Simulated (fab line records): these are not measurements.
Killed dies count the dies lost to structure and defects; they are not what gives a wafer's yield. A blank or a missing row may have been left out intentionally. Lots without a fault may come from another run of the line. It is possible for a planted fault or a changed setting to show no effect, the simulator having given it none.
Chamber matching	flow nand harc	cmp-02 running NHARC_A_CHANNEL_FILL_D1_CMP_10: 4 sister chambers
The step polishes, target thk 150 nm. 22 wafers are shown with their chamber, then 11 later ones without.

## WAFERS PAIRED WITH THEIR CHAMBERS
wafer	chamber	motor current A (A)	time to endpoint s (s)
L074.1	0	13.2	15.4
L074.3	3	11.4	15.0
L074.4	1	11.0	15.5
L076.1	3	11.5	16.9
L076.2	2	10.1	15.9
L076.6	3	11.5	15.8
L078.2	3	11.2	14.4
L078.3	0	13.6	14.5
L078.5	2	10.3	17.3
L080.4	3	11.7	10.9
L080.5	1	11.2	14.7
L080.6	2	10.5	14.9
L082.2	0	13.3	18.9
L082.3	1	11.3	15.2
L082.5	1	11.3	15.3
L084.2	2	10.4	18.3
L084.3	1	11.2	15.7
L084.6	3	10.7	16.3
L085.2	2	9.7	16.9
L085.3	3	11.0	17.0
L085.6	1	10.6	16.5
L087.1	2	9.6	18.0

SIGNATURES, as means of the wafers listed above
reading	chamber 0	chamber 1	chamber 2	chamber 3	scatter within a chamber
motor current A	13.367	11.100	10.100	11.286	0.321
time to endpoint s	16.267	15.483	16.883	15.186	1.63
Rule: for each reading, subtract the chamber's mean from the wafer's reading, divide by that reading's scatter and square the result; add these up over the readings and take the root, which gives the wafer's distance from the chamber. If the next closest chamber is less than 2 further off than the closest, the wafer can't be placed; otherwise it belongs to the closest. How the scatter is found: for the shown wafers, subtract from each reading the mean of its chamber, square and add these, divide the total by (wafers less chambers), then take the root.

## WAFERS MISSING THEIR CHAMBER
wafer	motor current A (A)	time to endpoint s (s)
L087.2	10.9	18.5
L087.5	13.9	19.9
L089.3	13.3	18.4
L089.4	11.2	15.8
L089.5	11.8	17.4
L095.3	13.2	16.5
L095.4	11.6	13.3
L095.6	11.3	15.9
L095.1	10.5	14.4
L095.2	11.7	15.0
L095.5	10.4	16.8

## CHAMBER TAKEN BY EACH
wafer	from the rows above	in truth
L087.2	can't be placed: 1 or 3 or 2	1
L087.5	0	0
L089.3	0	0
L089.4	can't be placed: 1 or 3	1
L089.5	can't be placed: 3 or 1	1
L095.3	0	0
L095.4	can't be placed: 3 or 1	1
L095.6	can't be placed: 3 or 1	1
L095.1	can't be placed: 2 or 1 or 3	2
L095.2	can't be placed: 3 or 1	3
L095.5	can't be placed: 2 or 1 or 3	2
Correctly placed: 3 of 11. From these rows, 8 cannot be placed; in 8 the true chamber is one of the candidates. Placed wrongly: 0.
